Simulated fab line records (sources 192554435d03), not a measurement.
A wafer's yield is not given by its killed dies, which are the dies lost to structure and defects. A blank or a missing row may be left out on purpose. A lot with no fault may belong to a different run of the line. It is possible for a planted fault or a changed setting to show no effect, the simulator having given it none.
Chamber matching    flow n5_finfet    N5_MOL_CONTACT_COAG_ALD_133 on ald_sin-01: 4 sister chambers
The step deposits SiO2, target thk 5 nm, pulse time 1 s, co reactant pulse time 1 s. 18 wafers are shown with their chamber, then 9 later ones without.

== WAFERS, EACH WITH ITS CHAMBER ==
wafer   chamber  heater_power_w (W)  precursor_pulse_height_rel
L075.2  1        65                  1.024
L075.3  3        67                  1.013
L075.6  1        63                  1.009
L076.2  1        64                  0.971
L076.5  0        63                  0.990
L076.6  1        65                  1.002
L080.2  0        65                  0.984
L080.3  2        93                  0.989
L080.6  0        67                  0.985
L082.2  2        93                  1.001
L082.3  3        69                  0.990
L082.6  1        65                  1.023
L090.4  1        65                  1.027
L090.5  0        66                  1.046
L090.6  3        66                  0.999
L092.1  1        66                  1.009
L092.2  2        95                  0.998
L092.4  3        67                  0.996

SIGNATURES, as means of the wafers listed above
reading                     chamber 0  chamber 1  chamber 2  chamber 3  scatter within a chamber
heater_power_w              65.25      64.71      93.67      67.25      1.24
precursor_pulse_height_rel  1.00125    1.00929    0.99600    0.99950    0.0194
Rule: for a wafer and a chamber, the distance is found by dividing, reading by reading, the gap between the wafer's reading and the chamber's mean by the reading's scatter, squaring, summing and taking the root. If the next closest chamber is less than 2 further off than the closest, the wafer can't be placed; otherwise it belongs to the closest. The scatter: the root of (the sum of the squares of (reading less its chamber's mean) over the shown wafers, divided by (wafers less chambers)).

== WAFERS WITH NO CHAMBER GIVEN ==
wafer   heater_power_w (W)  precursor_pulse_height_rel
L094.1  68                  1.011
L094.2  93                  1.008
L094.3  68                  1.019
L094.4  64                  1.015
L094.5  66                  0.963
L094.6  70                  1.033
L096.1  64                  0.991
L096.2  68                  0.985
L096.3  93                  0.985

== CHAMBER TAKEN BY EACH ==
wafer   from the rows above           in truth
L094.1  can't be placed: 3 or 0 or 1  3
L094.2  2                             2
L094.3  can't be placed: 3 or 0 or 1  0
L094.4  can't be placed: 1 or 0       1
L094.5  can't be placed: 0 or 3 or 1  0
L094.6  can't be placed: 3 or 0 or 1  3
L096.1  can't be placed: 1 or 0 or 3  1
L096.2  can't be placed: 3 or 0 or 1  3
L096.3  2                             2
Placed correctly: 2 of 9. Cannot be placed on the basis of these rows: 7; the candidates contain the true chamber in 7. 0 placed wrongly.
